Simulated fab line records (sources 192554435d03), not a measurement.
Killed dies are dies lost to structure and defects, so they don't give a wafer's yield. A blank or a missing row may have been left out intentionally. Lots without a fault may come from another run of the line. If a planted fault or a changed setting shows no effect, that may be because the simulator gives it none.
A struck lot beside a sound one -- flow n5-finfet -- 15 steps out of a route of 1938
Sound: these wafers, L336.2, L336.3, L336.6. Struck: wafer L337.3 (left out: L337.1, a lot-mate that was not struck); the cause follows at the end.
For every step that has rows: the tool of each side, followed by ch and its chambers, followed by its first start. Under that, the readings that differ: sound wafers -- struck wafers -- difference of the means -- sigmas: that difference in standard deviations of wafers without a fault.
alike: readings with means less than 2 such deviations apart, plus words and numbers identical on both sides. not compared: withheld readings, readings lacking a value on some wafer, bounds such as >300 that could conceal the same value, and numbers that have no deviation in the record and whose values overlap.
Wherever a step has rows on one side only, a row that says differs or no value, or a row with sigmas, the two part there. Numbers that don't overlap but have no deviation are shown without sigmas and don't part them. A reading missing from all wafers of one side parts the sides only when that side holds two or more wafers.

first, 2 steps without rows for these wafers: N5_BEOL_M12_PRECLEAN_39 (cleans in residue remover, time 60 s); N5_BEOL_M12_SRD_40 (time 30 s, dry time 30 s).
N5_BEOL_M12_DEGAS_41: time 60 s.
  sound on pvd-sputter-02, day 13 10:21; struck on pvd-sputter-02, day 13 14:01
  alike: heater-power-w
N5_BEOL_M12_PRE_CLEAN_42: time 30 s.
  sound on pvd-sputter-02, day 13 10:23; struck on pvd-sputter-02, day 13 14:04
reading,sound,struck,difference,sigmas
heater-power-w (W),304 287 397,402,+73,+2
N5_BEOL_M12_SPUTTER_43: material TaN, target thk 15 nm, time 24.19 s.
  sound on pvd-sputter-02, day 13 10:26; struck on pvd-sputter-02, day 13 14:06
  alike: throttle-valve-pct
then, 1 step without rows for these wafers: N5_BEOL_M12_SPUTTER_44 (material Ta, target thk 10 nm, time 16.13 s).
N5_BEOL_M12_SPUTTER_45: material Cu, target thk 80 nm, time 13.33 s.
  sound on pvd-sputter-02, day 13 10:35; struck on pvd-sputter-02, day 13 14:16
  alike: throttle-valve-pct
then, 2 steps without rows for these wafers: N5_BEOL_M12_ECD_47 (material Cu, target thk 720 nm); N5_BEOL_M12_ANNEAL_48 (time 90 s).
N5_BEOL_M12_CMP_49: polishes, stops on SiOC, t overpolish 20.6 s, target thk 320 nm.
  sound on cmp-04 ch 0,2,3, day 13 11:10; struck on cmp-02 ch 3, day 13 14:51
  alike: barrier-field-endpoint-s, clearing-platen-rpm, motor-current-A, overpolish-run-s
N5_BEOL_M12_THK_MEAS_50: measures by xrf.
  sound on film-metro-02, day 13 11:28; struck on film-metro-02, day 13 15:07
  alike: M12_THK
then, 1 step without rows for these wafers: N5_BEOL_M12_PRE_CLEAN_52 (time 15 s).
N5_BEOL_M12_DEP_53: deposits SiCN from 3MS/NH3, target thk 30 nm, time 10.5 s.
  sound on pecvd-01 ch 0,2, day 13 11:31; struck on pecvd-01 ch 0, day 13 15:10
reading,sound,struck,difference,sigmas
model.SiCN_of_BEOL_M12_DEP_53.thk-nm (nm),29.6 29.8 30,40.6,+10.8,
  alike: chamber-pressure-Torr, showerhead-plenum-p-Torr, throttle-valve-pct
N5_BEOL_M12_RS_MEAS_54: measures by four-point-probe.
  sound on film-metro-02, day 13 11:35; struck on film-metro-02, day 13 15:14
  alike: M12_RS
N5_PASSIVATION_PROBE_49:
  the record holds rows for the sound wafers here (prober-02, day 14 18:26) but none for the struck ones

WHERE THEY PART
First at N5_BEOL_M12_PRE_CLEAN_42; last, within this record, at N5_PASSIVATION_PROBE_49.

WHY: what the simulator had put in
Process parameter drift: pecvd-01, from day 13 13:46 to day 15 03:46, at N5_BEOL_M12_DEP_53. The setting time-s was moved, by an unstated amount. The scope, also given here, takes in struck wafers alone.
